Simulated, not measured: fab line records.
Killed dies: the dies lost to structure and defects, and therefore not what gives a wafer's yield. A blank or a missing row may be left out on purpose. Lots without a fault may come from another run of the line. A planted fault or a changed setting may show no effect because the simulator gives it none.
fab line records | flow n5Finfet
record lots=7 | wafers=21
route steps=1938 shown MOL_CONTACT_COAG@570 BEOL_M0_SAQP@676 BEOL_M0_CUTY@713 BEOL_M0@715 BEOL_M1@753
startH: the number of hours between the record's first day and the start of the first shown wafer of the lot | waitH: hours elapsed since this lot's preceding step | " as in the row above | L1.1+2: several wafers, shown together as one row | - no value present, or no start provided | * or withheld: withheld | < > ~ a bound
route shown NAME@n: NAME is a module with steps in the file, n the number in the route of the first one | usual: the fault-free wafers' mean and standard deviation | same: alike in all rows | chamber/n: place in a boat | sites: each site's reading | _std_site: standard deviation across them | _edge_site: the outer-site mean with the inner-site mean subtracted | radiusMm: for every site, how far away it sits from the centre of the wafer | mask NAME#n: copy n | behind: the tool/chamber that last shaped the wafer | hold: why the lot went on hold/how many hours it stayed there/how the hold came to an end | device: which transistor (n, p or np) failed to switch | end of line: the same wafers' tests at the end of the route | for a step that has no rows: nothing shown but its recipe | killed: at the first sort, the dies lost to defects and structure; wafer yield is something else | map: the dies of a wafer, with x for killed, . for not killed, _ for no die there
set.NAME: setting as actually run; set.NAME@STEP: the setting as run at that earlier step | model.NAME: the simulator's own value behind a step, which no gauge read
lots with deliberately changed settings; one table per step, one row per wafer
## steps
# step N5_MOL_CONTACT_COAG_EXPOSE_81
# recipe maskId=VG | na=0.33 | sourceShape=annular | sigmaInner=0.3 | sigmaOuter=0.7 | polarization=unpolarized | defocusNm=0 | doseMj=59.5
lot.wafer  | tool          | chamber | startH | waitH | mask | set.doseMj
L075.1+3   | euvScanner-02 | 0       | 103.83 | -     | VG#0 | 59.5
L075.5     | "             | 0       | "      | "     | VG#0 | 62.07
L081.4+5+6 | euvScanner-01 | 0       | 139.87 | -     | VG#0 | 59.5
L082.1     | euvScanner-02 | 0       | 144.97 | -     | VG#0 | 61.65
L082.4+5   | "             | 0       | "      | "     | VG#0 | 59.5
L085.2     | euvScanner-02 | 0       | 163.20 | -     | VG#0 | 61.65
L085.4+6   | "             | 0       | "      | "     | VG#0 | 59.5
L086.4+6   | euvScanner-02 | 0       | 170.12 | -     | VG#0 | 62.56
L086.5     | "             | 0       | "      | "     | VG#0 | 59.5
L089.4     | euvScanner-01 | 0       | 187.25 | -     | VG#0 | 57.53
L089.5+6   | "             | 0       | "      | "     | VG#0 | 59.5
L097.1+3   | euvScanner-01 | 0       | 238.45 | -     | VG#0 | 59.5
L097.2     | "             | 0       | "      | "     | VG#0 | 55.12
# step N5_MOL_CONTACT_COAG_PEB_82
# recipe pebTempC=100 | pebTimeS=60 | resist=CAR-EUV
# step N5_MOL_CONTACT_COAG_DEVELOP_83
# recipe developTimeS=30 | developer=TMAH | resist=CAR-EUV | rinseLiquid=surfactantRinse | dry=airSpin | devTempC=23
# step N5_MOL_CONTACT_COAG_CD_MEAS_84
# recipe targetCdNm=25.1 | landingEnergyEv=500 | detector=seInlens | polarity=opening
# usual cdNm=25.13/0.25
lot.wafer | tool     | chamber | startH | waitH | set.doseMj@MOL_CONTACT_COAG_EXPOSE_81 | cdNm
L075.1    | cdSem-01 | 0       | 103.98 | -     | 59.5                                  | 24.98
L075.3    | "        | 0       | "      | "     | 59.5                                  | 25.32
L075.5    | "        | 0       | "      | "     | 62.07                                 | 25.92
L081.4    | cdSem-02 | 0       | 139.99 | -     | 59.5                                  | 25.40
L081.5    | "        | 0       | "      | "     | 59.5                                  | 25.15
L081.6    | "        | 0       | "      | "     | 59.5                                  | 25.10
L082.1    | cdSem-03 | 0       | 145.11 | -     | 61.65                                 | 26.10
L082.4    | "        | 0       | "      | "     | 59.5                                  | 25.05
L082.5    | "        | 0       | "      | "     | 59.5                                  | 24.92
L085.2    | cdSem-01 | 0       | 163.34 | -     | 61.65                                 | 25.89
L085.4    | "        | 0       | "      | "     | 59.5                                  | 25.03
L085.6    | "        | 0       | "      | "     | 59.5                                  | 24.71
L086.4    | cdSem-03 | 0       | 170.24 | -     | 62.56                                 | 26.36
L086.5    | "        | 0       | "      | "     | 59.5                                  | 25.31
L086.6    | "        | 0       | "      | "     | 62.56                                 | 26.18
L089.4    | cdSem-01 | 0       | 187.37 | -     | 57.53                                 | 24.71
L089.5    | "        | 0       | "      | "     | 59.5                                  | 25.17
L089.6    | "        | 0       | "      | "     | 59.5                                  | 25.21
L097.1    | cdSem-03 | 0       | 238.59 | -     | 59.5                                  | 24.85
L097.2    | "        | 0       | "      | "     | 55.12                                 | 23.77
L097.3    | "        | 0       | "      | "     | 59.5                                  | 25.15
# step N5_MOL_CONTACT_COAG_DESCUM_88
# recipe chemistry=O2 | timeS=7 | sourcePowerW=50 | biasPowerW=20 | pressureMtorr=20 | rfFrequencyHz=2.712e+07 | tempC=40 | resist=CAR-EUV | o2FlowSccm=225
# step N5_MOL_CONTACT_COAG_ETCH_89
# recipe chemistry=N2/H2 | target=underlayer | targetDepthA=130 | maskMaterial=CAR-EUV | timeS=10.4 | ionEnergyEv=200 | pressureMtorr=30 | sourceW=840 | biasW=150 | n2FlowSccm=200 | h2FlowSccm=200 | ends=cleared
# usual etchRfOnTimeS=10.40/0.23
lot.wafer | tool       | chamber | startH | waitH | set.spinRpm@MOL_CONTACT_COAG_COAT_77 | etchRfOnTimeS | model.CAR-EUV_of_MOL_CONTACT_COAG_COAT_78.thkNm | model.etch.depthNm
L075.1    | rieDiel-04 | 0       | 104.14 | 0.0   | 1500                                 | 10.40         | 24.6                                            | 10.02
L075.3    | "          | 1       | "      | "     | 1374                                 | 10.83         | 24.2                                            | 10.41
L075.5    | "          | 0       | "      | "     | 1374                                 | 10.88         | 24.2                                            | 10.43
L081.4    | rieDiel-02 | 1       | 140.19 | 0.0   | 1500                                 | 10.30         | 24.8                                            | 10.02
L081.5    | "          | 3       | "      | "     | 1500                                 | 10.05         | 24.8                                            | 10.05
L081.6    | "          | 2       | "      | "     | 1500                                 | 10.00         | 24.8                                            | 10.02
L082.1    | rieDiel-04 | 2       | 145.35 | 0.0   | 1500                                 | 9.99          | 24.6                                            | 10.01
L082.4    | "          | 3       | "      | "     | 1405                                 | 10.70         | 24.4                                            | 10.35
L082.5    | "          | 2       | "      | "     | 1500                                 | 10.01         | 24.6                                            | 9.99
L085.2    | rieDiel-01 | 3       | 163.58 | 0.0   | 1500                                 | 10.77         | 24.4                                            | 10.03
L085.4    | "          | 2       | "      | "     | 1378                                 | 11.05         | 24.2                                            | 10.46
L085.6    | "          | 3       | "      | "     | 1500                                 | 10.86         | 24.4                                            | 10.06
L086.4    | rieDiel-01 | 0       | 170.39 | 0.0   | 1500                                 | 10.53         | 24.4                                            | 9.989
L086.5    | "          | 2       | "      | "     | 1500                                 | 10.48         | 24.6                                            | 9.977
L086.6    | "          | 1       | "      | "     | 1415                                 | 10.83         | 24.2                                            | 10.27
L089.4    | rieDiel-01 | 0       | 187.52 | 0.0   | 1500                                 | 10.67         | 24.6                                            | 10.04
L089.5    | "          | 1       | "      | "     | 1613                                 | 10.19         | 25.2                                            | 9.66
L089.6    | "          | 2       | "      | "     | 1613                                 | 10.08         | 25.2                                            | 9.683
L097.1    | rieDiel-01 | 0       | 238.97 | 0.0   | 1500                                 | 10.62         | 24.4                                            | 10
L097.2    | "          | 2       | "      | "     | 1404                                 | 10.79         | 24.2                                            | 10.3
L097.3    | "          | 1       | "      | "     | 1404                                 | 10.84         | 24.2                                            | 10.32
# step N5_BEOL_M0_SAQP_SPACER2_ALD_26
# recipe material=SiO2 | targetThkA=150 | tempC=300 | aldPrecursorFamily=BDEAS | aldCoReactant=O2-plasma | pulseTimeS=1 | purgeTimeS=2 | coReactantPurgeTimeS=2 | pressureTorr=2
lot.wafer  | tool      | chamber | startH | waitH | set.targetThkA | model.SiO2_of_BEOL_M0_SAQP_SPACER2_ALD_26.thkNm
L075.1     | aldSin-03 | 2       | 118.58 | 2.1   | 170.1          | 17
L075.3+5   | "         | 1       | "      | "     | 150            | 15
L081.4+5   | aldSin-01 | 0,2     | 152.35 | 0.1   | 150            | 15
L081.6     | "         | 1       | "      | "     | 150            | 14.8
L082.1     | aldSin-03 | 2       | 158.54 | 0.1   | 130.7          | 13.2
L082.4+5   | "         | 3       | "      | "     | 150            | 15
L085.2+4   | aldSin-03 | 2,3     | 175.01 | 0.3   | 135.4          | 13.6
L085.6     | "         | 3       | "      | "     | 150            | 15
L086.4+5   | aldSin-01 | 3,2     | 184.31 | 1.0   | 150            | 15
L086.6     | "         | 1       | "      | "     | 150            | 14.8
L089.4+6   | aldSin-03 | 0,3     | 198.81 | 0.3   | 150            | 15
L089.5     | "         | 1       | "      | "     | 162            | 16.2
L097.1+2+3 | aldSin-04 | 2,1,0   | 249.85 | 0.1   | 150            | 15
# step N5_BEOL_M0_SAQP_SPACER2_ETCHBACK_27
# recipe chemistry=CHF3/O2 | mode=anisotropicEtchback | target=SiO2 | targetDepthA=225 | timeS=11.25 | pressureMtorr=30 | sourceW=650 | biasW=170 | Ar_flow_sccm=200 | CHF3_flow_sccm=50 | O2_flow_sccm=5 | ionEnergyEv=200
# step N5_BEOL_M0_SAQP_MANDREL2_REMOVE_110
# recipe chemistry=HBr/Cl2/O2 | btTimeS=10 | target=a-Si | stopOn=SiCN | endpoint=OES-SiCl | overEtchFrac=1 | icpW=600 | biasW=30 | HBr_flow_sccm=150 | Cl2_flow_sccm=80 | O2_flow_sccm=5 | pressureMtorr=10
lot.wafer | tool     | chamber | startH | waitH | set.targetThkA@BEOL_M0_SAQP_SPACER2_ALD_26 | model.BEOL_M0_SAQP.cdNm
L075.1    | rieSi-01 | 1       | 119.22 | 0.1   | 170.1                                      | 17.2
L075.3+5  | "        | 3,2     | "      | "     | 150                                        | 15
L081.4    | rieSi-01 | 3       | 152.99 | 0.1   | 150                                        | 15
L081.5+6  | "        | 3,0     | "      | "     | 150                                        | 14.8
L082.1    | rieSi-06 | 0       | 159.21 | 0.1   | 130.7                                      | 13.2
L082.4    | "        | 3       | "      | "     | 150                                        | 15.2
L082.5    | "        | 0       | "      | "     | 150                                        | 15
L085.2+4  | rieSi-06 | 2,3     | 175.75 | 0.1   | 135.4                                      | 13.6
L085.6    | "        | 2       | "      | "     | 150                                        | 15
L086.4    | rieSi-06 | 1       | 185.14 | 0.1   | 150                                        | 15.2
L086.5    | "        | 2       | "      | "     | 150                                        | 15
L086.6    | "        | 1       | "      | "     | 150                                        | 14.8
L089.4    | rieSi-06 | 1       | 199.25 | 0.0   | 150                                        | 15
L089.5    | "        | 3       | "      | "     | 162                                        | 16.2
L089.6    | "        | 2       | "      | "     | 150                                        | 14.8
L097.1+2  | rieSi-06 | 0,3     | 250.49 | 0.1   | 150                                        | 15
L097.3    | "        | 1       | "      | "     | 150                                        | 15.2
# step N5_BEOL_M0_SAQP_CD_MEAS_29
# recipe targetCdNm=14.4 | landingEnergyEv=1000 | detector=seInlens
# usual cdNm=14.96/0.21
lot.wafer | tool     | chamber | startH | waitH | set.targetThkA@BEOL_M0_SAQP_SPACER2_ALD_26 | cdNm
L075.1    | cdSem-02 | 0       | 119.33 | 0.1   | 170.1                                      | 17.17
L075.3    | "        | 0       | "      | "     | 150                                        | 15.21
L075.5    | "        | 0       | "      | "     | 150                                        | 14.87
L081.4    | cdSem-03 | 0       | 153.11 | 0.1   | 150                                        | 14.99
L081.5    | "        | 0       | "      | "     | 150                                        | 14.81
L081.6    | "        | 0       | "      | "     | 150                                        | 14.94
L082.1    | cdSem-01 | 0       | 159.31 | 0.1   | 130.7                                      | 13.06
L082.4    | "        | 0       | "      | "     | 150                                        | 15.29
L082.5    | "        | 0       | "      | "     | 150                                        | 14.72
L085.2    | cdSem-02 | 0       | 175.86 | 0.1   | 135.4                                      | 13.78
L085.4    | "        | 0       | "      | "     | 135.4                                      | 13.44
L085.6    | "        | 0       | "      | "     | 150                                        | 14.79
L086.4    | cdSem-03 | 0       | 185.25 | 0.1   | 150                                        | 15.20
L086.5    | "        | 0       | "      | "     | 150                                        | 14.89
L086.6    | "        | 0       | "      | "     | 150                                        | 14.85
L089.4    | cdSem-02 | 0       | 199.37 | 0.1   | 150                                        | 15.00
L089.5    | "        | 0       | "      | "     | 162                                        | 16.30
L089.6    | "        | 0       | "      | "     | 150                                        | 14.77
L097.1    | cdSem-02 | 0       | 250.60 | 0.1   | 150                                        | 15.18
L097.2    | "        | 0       | "      | "     | 150                                        | 14.94
L097.3    | "        | 0       | "      | "     | 150                                        | 15.13
# step N5_BEOL_M0_SAQP_COAT_34
# recipe resist=CAR-EUV | spinRpm=1500 | resistThkNm=30
lot.wafer | tool          | chamber | startH | waitH | set.spinRpm | model.CAR-EUV_of_BEOL_M0_SAQP_COAT_34.thkNm
L075.1+3  | lithoTrack-02 | 0       | -      | -     | 1500        | 30
L075.5    | "             | 0       | "      | "     | 1598        | 29
L081.4    | lithoTrack-02 | 0       | -      | -     | 1500        | 29.8
L081.5+6  | "             | 0       | "      | "     | 1500        | 30
L082.1    | lithoTrack-02 | 0       | -      | -     | 1500        | 29.8
L082.4+5  | "             | 0       | "      | "     | 1500        | 30
L085.2    | lithoTrack-02 | 0       | -      | -     | 1500        | 30.2
L085.4    | "             | 0       | "      | "     | 1397        | 31
L085.6    | "             | 0       | "      | "     | 1500        | 30
L086.4    | lithoTrack-04 | 0       | -      | -     | 1500        | 30
L086.5    | "             | 0       | "      | "     | 1500        | 30.2
L086.6    | "             | 0       | "      | "     | 1442        | 30.8
L089.4+6  | lithoTrack-04 | 0       | -      | -     | 1500        | 30.2
L089.5    | "             | 0       | "      | "     | 1500        | 30
L097.1    | lithoTrack-02 | 0       | -      | -     | 1500        | 30
L097.2+3  | "             | 0       | "      | "     | 1595        | 29.2
# step N5_BEOL_M0_SAQP_EBR_36
# recipe solvent=PGMEA | ebrWidthMm=1.5
# step N5_BEOL_M0_SAQP_SOFTBAKE_35
# recipe tempC=110 | timeS=60 | resist=CAR-EUV
# step N5_BEOL_M0_SAQP_EXPOSE_37
# recipe maskId=M0_CUT1 | na=0.33 | sourceShape=annular | sigmaInner=0.35 | sigmaOuter=0.8 | polarization=unpolarized | targetCdNm=30 | doseMj=44.75
# step N5_BEOL_M0_SAQP_PEB_38
# recipe pebTempC=100 | pebTimeS=60 | resist=CAR-EUV
# step N5_BEOL_M0_SAQP_DEVELOP_39
# recipe developTimeS=30 | developer=TMAH | resist=CAR-EUV | rinseLiquid=surfactantRinse | dry=airSpin | devTempC=23
lot.wafer  | tool          | chamber | startH | waitH | set.spinRpm@BEOL_M0_SAQP_COAT_34 | model.CAR-EUV_of_BEOL_M0_SAQP_COAT_34.thkNm
L075.1+3   | lithoTrack-02 | 0       | -      | -     | 1500                             | 29.6
L075.5     | "             | 0       | "      | "     | 1598                             | 28.6
L081.4+5+6 | lithoTrack-02 | 0       | -      | -     | 1500                             | 29.4
L082.1+4   | lithoTrack-04 | 0       | -      | -     | 1500                             | 29.4
L082.5     | "             | 0       | "      | "     | 1500                             | 29.6
L085.2+6   | lithoTrack-02 | 0       | -      | -     | 1500                             | 29.6
L085.4     | "             | 0       | "      | "     | 1397                             | 30.6
L086.4+5   | lithoTrack-04 | 0       | -      | -     | 1500                             | 29.6
L086.6     | "             | 0       | "      | "     | 1442                             | 30.2
L089.4+5+6 | lithoTrack-02 | 0       | -      | -     | 1500                             | 29.6
L097.1     | lithoTrack-03 | 0       | -      | -     | 1500                             | 29.6
L097.2+3   | "             | 0       | "      | "     | 1595                             | 28.6
# step N5_BEOL_M0_CUTY_ETCH_63
# recipe chemistry=N2/H2 | target=SOC | targetDepthA=827 | overetchA=165 | maskMaterial=SiARC | tempC=40 | ionEnergyEv=200 | timeS=124 | pressureMtorr=30 | sourceW=840 | biasW=150 | n2FlowSccm=200 | h2FlowSccm=200
# step N5_BEOL_M0_CUTY_STRIP_64
# recipe chemistry=N2/H2 | tempC=40 | n2FlowSccm=200 | h2FlowSccm=200 | rfFrequencyHz=6e+07
# step N5_BEOL_M0_ETCH_138
# recipe chemistry=CH3F/O2 | targetDepthA=120 | target=SiCN | timeS=31.6 | ionEnergyEv=120 | pressureMtorr=30 | sourceW=395 | biasW=75 | Ar_flow_sccm=150 | CH3F_flow_sccm=30 | O2_flow_sccm=20 | ends=cleared
lot.wafer  | tool       | chamber | startH | waitH | set.targetThkA@BEOL_M0_SAQP_SPACER2_ALD_26 | model.SiO2_of_BEOL_M0_SAQP_SPACER2_ALD_26.thkNm
L075.1     | rieDiel-01 | 1       | 121.32 | 0.0   | 170.1                                      | 7.2
L075.3     | "          | 0       | "      | "     | 150                                        | 5.2
L075.5     | "          | 3       | "      | "     | 150                                        | 5
L081.4+5+6 | rieDiel-01 | 1,2,3   | 155.69 | 0.0   | 150                                        | 5
L082.1     | rieDiel-04 | 0       | 162.26 | 0.0   | 130.7                                      | 3.4
L082.4     | "          | 2       | "      | "     | 150                                        | 5
L082.5     | "          | 0       | "      | "     | 150                                        | 5.2
L085.2     | rieDiel-01 | 0       | 178.17 | 0.0   | 135.4                                      | 3.8
L085.4     | "          | 1       | "      | "     | 135.4                                      | 3.6
L085.6     | "          | 3       | "      | "     | 150                                        | 5.2
L086.4+5+6 | rieDiel-01 | 2,0,3   | 188.50 | 0.0   | 150                                        | 5
L089.4+6   | rieDiel-02 | 1,2     | 201.56 | 0.0   | 150                                        | 5
L089.5     | "          | 3       | "      | "     | 162                                        | 6.2
L097.1+2   | rieDiel-02 | 1,3     | 252.99 | 0.0   | 150                                        | 5
L097.3     | "          | 0       | "      | "     | 150                                        | 5.2
# step N5_BEOL_M0_HM_OPEN_105
# recipe chemistry=Cl2/BCl3 | targetDepthA=120 | target=TiN | ionEnergyEv=150 | pressureMtorr=10 | icpW=1000 | biasW=126 | Cl2_flow_sccm=53.25 | bcl3FlowSccm=21.75 | Ar_flow_sccm=25
lot.wafer | tool        | chamber | startH | waitH | set.targetThkA@BEOL_M0_SAQP_SPACER2_ALD_26 | model.SiO2_of_BEOL_M0_SAQP_SPACER2_ALD_26.thkNm
L075.1    | rieMetal-03 | 1       | 124.48 | 3.1   | 170.1                                      | 4.8
L075.3+5  | "           | 0,1     | "      | "     | 150                                        | 2.8
L081.4+6  | rieMetal-02 | 0       | 158.71 | 3.0   | 150                                        | 2.6
L081.5    | "           | 1       | "      | "     | 150                                        | 2.4
L082.1    | rieMetal-01 | 0       | 162.36 | 0.1   | 130.7                                      | 1.6
L082.4+5  | "           | 1       | "      | "     | 150                                        | 2.6
L085.2+4  | rieMetal-01 | 0,1     | 178.68 | 0.5   | 135.4                                      | 1.8
L085.6    | "           | 1       | "      | "     | 150                                        | 2.8
L086.4+5  | rieMetal-02 | 0       | 190.01 | 1.5   | 150                                        | 2.6
L086.6    | "           | 1       | "      | "     | 150                                        | 2.4
L089.4+6  | rieMetal-03 | 0       | 201.75 | 0.2   | 150                                        | 2.6
L089.5    | "           | 1       | "      | "     | 162                                        | 3.8
L097.1    | rieMetal-02 | 0       | 254.23 | 1.2   | 150                                        | 2.6
L097.2    | "           | 1       | "      | "     | 150                                        | 2.4
L097.3    | "           | 1       | "      | "     | 150                                        | 2.8
# step N5_BEOL_M0_ETCH_128
# recipe chemistry=CF4/N2 | targetDepthA=120 | overetchA=51 | target=SiCN | timeS=21.4 | ionEnergyEv=150 | pressureMtorr=40 | sourceW=430 | biasW=70 | Ar_flow_sccm=100 | cf4FlowSccm=60 | n2FlowSccm=60
# usual rfVppV=382.0/1.7
lot.wafer | tool       | chamber | startH | waitH | set.sourceW | rfVppV
L075.1    | rieDiel-01 | 1       | 124.95 | 0.0   | 430         | 383.1
L075.3    | "          | 3       | "      | "     | 430         | 383.3
L075.5    | "          | 3       | "      | "     | 392.8       | 395.2
L081.4    | rieDiel-01 | 0       | 158.98 | 0.0   | 430         | 384.5
L081.5    | "          | 0       | "      | "     | 430         | 382.2
L081.6    | "          | 1       | "      | "     | 430         | 384.2
L082.1    | rieDiel-01 | 0       | 162.68 | 0.0   | 430         | 384.5
L082.4    | "          | 1       | "      | "     | 430         | 383.1
L082.5    | "          | 0       | "      | "     | 449.4       | 378.3
L085.2    | rieDiel-04 | 2       | 180.14 | 1.0   | 430         | 381.9
L085.4    | "          | 3       | "      | "     | 430         | 380.3
L085.6    | "          | 0       | "      | "     | 430         | 378.8
L086.4    | rieDiel-02 | 2       | 190.29 | 0.0   | 388.1       | 398.0
L086.5    | "          | 0       | "      | "     | 430         | 383.4
L086.6    | "          | 1       | "      | "     | 388.1       | 395.6
L089.4    | rieDiel-04 | 3       | 202.27 | 0.2   | 451.3       | 374.2
L089.5    | "          | 0       | "      | "     | 430         | 380.4
L089.6    | "          | 3       | "      | "     | 430         | 379.3
L097.1    | rieDiel-04 | 3       | 254.55 | 0.0   | 430         | 381.2
L097.2    | "          | 0       | "      | "     | 430         | 380.4
L097.3    | "          | 1       | "      | "     | 430         | 381.9
# step N5_BEOL_M1_PECVD_72
# recipe material=SiO2 | targetThkA=160 | tempC=400 | precursor=TEOS/O2 | pressureTorr=5.5 | rfW=450 | teosFlowSccm=53.8 | gas=O2 | flowSccm=3000 | timeS=18
lot.wafer | tool     | chamber | startH | waitH | set.timeS | model.SiO2_of_BEOL_M1_PECVD_72.thkNm
L075.1    | pecvd-03 | 1       | 129.29 | 0.0   | 17.12     | 15
L075.3    | "        | 0       | "      | "     | 18        | 15.8
L075.5    | "        | 0       | "      | "     | 17.12     | 15.2
L081.4+5  | pecvd-04 | 0,1     | 163.83 | 0.1   | 18        | 16
L081.6    | "        | 2       | "      | "     | 18        | 16.2
L082.1    | pecvd-01 | 1       | 166.86 | 0.0   | 15.68     | 14.2
L082.4    | "        | 2       | "      | "     | 18        | 16.2
L082.5    | "        | 0       | "      | "     | 18        | 16
L085.2    | pecvd-04 | 2       | 183.88 | 0.0   | 19.47     | 17.4
L085.4    | "        | 2       | "      | "     | 18        | 16.4
L085.6    | "        | 1       | "      | "     | 18        | 16.6
L086.4    | pecvd-04 | 2       | 195.47 | 0.1   | 20.64     | 18.4
L086.5    | "        | 0       | "      | "     | 20.64     | 18.8
L086.6    | "        | 1       | "      | "     | 18        | 16.4
L089.4    | pecvd-01 | 1       | 206.91 | 0.1   | 18        | 16.6
L089.5    | "        | 2       | "      | "     | 18        | 16.2
L089.6    | "        | 0       | "      | "     | 15.47     | 13.6
L097.1    | pecvd-03 | 2       | 260.55 | 0.0   | 18        | 16
L097.2    | "        | 1       | "      | "     | 16.84     | 14.6
L097.3    | "        | 0       | "      | "     | 16.84     | 15
## key
split step=N5_MOL_CONTACT_COAG_EXPOSE_81 | setting=doseMj | stated=59.5 | by=wafer
response step=N5_MOL_CONTACT_COAG_CD_MEAS_84 | reading=cdNm | change=+0.195 | per=1% | r=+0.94
split step=N5_BEOL_M0_SAQP_SPACER2_ALD_26 | setting=targetThkA | stated=150 | by=wafer
response step=N5_BEOL_M0_SAQP_SPACER2_ALD_26 | reading=model.SiO2_of_BEOL_M0_SAQP_SPACER2_ALD_26.thkNm | change=+0.145 | per=1% | r=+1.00
response step=N5_BEOL_M0_SAQP_MANDREL2_REMOVE_110 | reading=model.BEOL_M0_SAQP.cdNm | change=+0.155 | per=1% | r=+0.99
response step=N5_BEOL_M0_SAQP_CD_MEAS_29 | reading=cdNm | change=+0.152 | per=1% | r=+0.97
response step=N5_BEOL_M0_ETCH_138 | reading=model.SiO2_of_BEOL_M0_SAQP_SPACER2_ALD_26.thkNm | change=+0.147 | per=1% | r=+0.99
response step=N5_BEOL_M0_HM_OPEN_105 | reading=model.SiO2_of_BEOL_M0_SAQP_SPACER2_ALD_26.thkNm | change=+0.117 | per=1% | r=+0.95
split step=N5_BEOL_M0_SAQP_COAT_34 | setting=spinRpm | stated=1500 | by=wafer
response step=N5_BEOL_M0_SAQP_COAT_34 | reading=model.CAR-EUV_of_BEOL_M0_SAQP_COAT_34.thkNm | change=-0.141 | per=1% | r=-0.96
response step=N5_BEOL_M0_SAQP_DEVELOP_39 | reading=model.CAR-EUV_of_BEOL_M0_SAQP_COAT_34.thkNm | change=-0.152 | per=1% | r=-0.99
split step=N5_BEOL_M0_ETCH_128 | setting=sourceW | stated=430 | by=wafer
response step=N5_BEOL_M0_ETCH_128 | reading=rfVppV | change=-1.34 | per=1% | r=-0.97
split step=N5_BEOL_M1_PECVD_72 | setting=timeS | stated=18 | by=wafer
response step=N5_BEOL_M1_PECVD_72 | reading=model.SiO2_of_BEOL_M1_PECVD_72.thkNm | change=+0.161 | per=1% | r=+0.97
split outsideThisFile step=N5_MOL_CONTACT_COAG_COAT_77 setting=spinRpm
# split outsideThisFile: this setting was split too, and the file shows its column; the key of that split is in another file
